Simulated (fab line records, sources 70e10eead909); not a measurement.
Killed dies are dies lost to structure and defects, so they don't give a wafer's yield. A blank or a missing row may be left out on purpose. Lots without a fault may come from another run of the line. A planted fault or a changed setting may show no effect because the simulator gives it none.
Tool commonality check | flow nand_harc | 12 lots, 36 wafers sampled

WHY IT WAS OPENED
At NHARC_P_GATE_CD_MEAS_59 the reading cd_nm is flagged on 2 of 12 lots. Wafers without a fault read 720.0 nm, standard deviation 1.4.
Rule: a lot is flagged when every wafer of it that has a number lies more than 4 standard deviations from that mean, or none has a number. The other lots count as sound.

lot  | measured     | on        | cd_nm (nm), wafer by wafer | flag
L211 | day 5 09:53  | cd_sem-03 | 720.3 723.0 722.2          |
L214 | day 5 20:31  | cd_sem-03 | 718.4 718.8 718.4          |
L215 | day 6 07:04  | cd_sem-03 | 720.7 718.2 719.3          |
L216 | day 6 08:48  | cd_sem-03 | 718.4 719.0 719.8          |
L217 | day 7 00:36  | cd_sem-01 | 719.3 719.4 718.3          |
L219 | day 7 08:29  | cd_sem-02 | 719.6 721.3 719.3          |
L221 | day 7 20:44  | cd_sem-02 | 721.1 720.1 721.9          |
L225 | day 8 13:02  | cd_sem-03 | 711.7 713.5 712.0          | FLAGGED
L224 | day 8 18:44  | cd_sem-01 | 722.5 722.5 721.5          |
L228 | day 9 15:33  | cd_sem-01 | 711.2 712.1 711.6          | FLAGGED
L234 | day 10 19:28 | cd_sem-02 | 722.8 721.1 722.9          |
L233 | day 10 19:49 | cd_sem-02 | 720.2 721.4 721.8          |
The numbers of the flagged lots are 712.0 nm on average: -8.0 nm against the usual, or -6 standard deviations.

WHICH TOOL RAN EACH LOT
The record holds 2 process steps before the reading, out of a route of 1159 steps. In each cell: the tool, then ch and the chambers that the sampled wafers went through, then the start.
lot  | flag    | NHARC_P_GATE_ETCH_32             | NHARC_P_GATE_PEB_57
L211 |         | rie_si-01 ch 0,2,3, day 4 19:35  | litho_track-03 ch 0, day 5 09:47
L214 |         | rie_si-05 ch 0,1,3, day 5 07:18  | litho_track-03 ch 0, day 5 20:25
L215 |         | rie_si-02 ch 1,2,3, day 5 18:01  | litho_track-05 ch 0, day 6 06:59
L216 |         | rie_si-02 ch 0,1,3, day 5 19:14  | litho_track-05 ch 0, day 6 08:43
L217 |         | rie_si-02 ch 0,2,3, day 6 11:18  | litho_track-03 ch 0, day 7 00:31
L219 |         | rie_si-05 ch 0,1,2, day 6 19:38  | litho_track-05 ch 0, day 7 08:24
L221 |         | rie_si-02 ch 0,1,2, day 7 07:40  | litho_track-05 ch 0, day 7 20:38
L225 | FLAGGED | rie_si-05 ch 0,1, day 7 23:42    | litho_track-05 ch 0, day 8 12:57
L224 |         | rie_si-02 ch 0,1,3, day 8 00:07  | litho_track-03 ch 0, day 8 18:38
L228 | FLAGGED | rie_si-01 ch 0,1,3, day 9 02:10  | litho_track-05 ch 0, day 9 15:27
L234 |         | rie_si-02 ch 0,2,3, day 10 06:26 | litho_track-03 ch 0, day 10 19:22
L233 |         | rie_si-01 ch 1,2,3, day 10 06:35 | litho_track-03 ch 0, day 10 19:44
What these steps do:
- NHARC_P_GATE_ETCH_32: etches the open film in HBr/Cl2, target depth 150 nm, time 100.1 s.
- NHARC_P_GATE_PEB_57: peb time 85 s.
- NHARC_P_GATE_CD_MEAS_59: target cd 720 nm.

FLAGGED OVER TOTAL, TOOL BY TOOL (the gauges that took the reading come last)
step                    | tool           | lots run | flagged | share of the flagged lots | sound lots run after its first flagged lot
NHARC_P_GATE_ETCH_32    | rie_si-01      | 3        | 1       | some                      | 1 (L233)
NHARC_P_GATE_ETCH_32    | rie_si-02      | 6        | 0       | none                      | -
NHARC_P_GATE_ETCH_32    | rie_si-05      | 3        | 1       | some                      | 0
NHARC_P_GATE_PEB_57     | litho_track-03 | 6        | 0       | none                      | -
NHARC_P_GATE_PEB_57     | litho_track-05 | 6        | 2       | all                       | 0
NHARC_P_GATE_CD_MEAS_59 | cd_sem-01      | 3        | 1       | some                      | 0
NHARC_P_GATE_CD_MEAS_59 | cd_sem-02      | 4        | 0       | none                      | -
NHARC_P_GATE_CD_MEAS_59 | cd_sem-03      | 5        | 1       | some                      | 0

WHAT THE TABLE ALLOWS
1 row of the table ran every flagged lot: litho_track-05 at NHARC_P_GATE_PEB_57.
- litho_track-05 at NHARC_P_GATE_PEB_57: 2 of its 6 lots flagged. Its last sound lot is L221 (day 7 20:38), its first flagged lot L225 (day 8 12:57): a fault that began between those two fits. Its own readings lie more than 4 standard deviations out on every wafer of the flagged lots: heater_power_total_W, plate_temp_C.
One tool is left: litho_track-05 at NHARC_P_GATE_PEB_57.

WHAT THE SIMULATOR HAD PUT IN
Process parameter drift: litho_track-05, from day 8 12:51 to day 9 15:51, at NHARC_P_GATE_PEB_57. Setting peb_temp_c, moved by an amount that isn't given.
Lots struck among those shown: L225, L228. The rule above found the same.
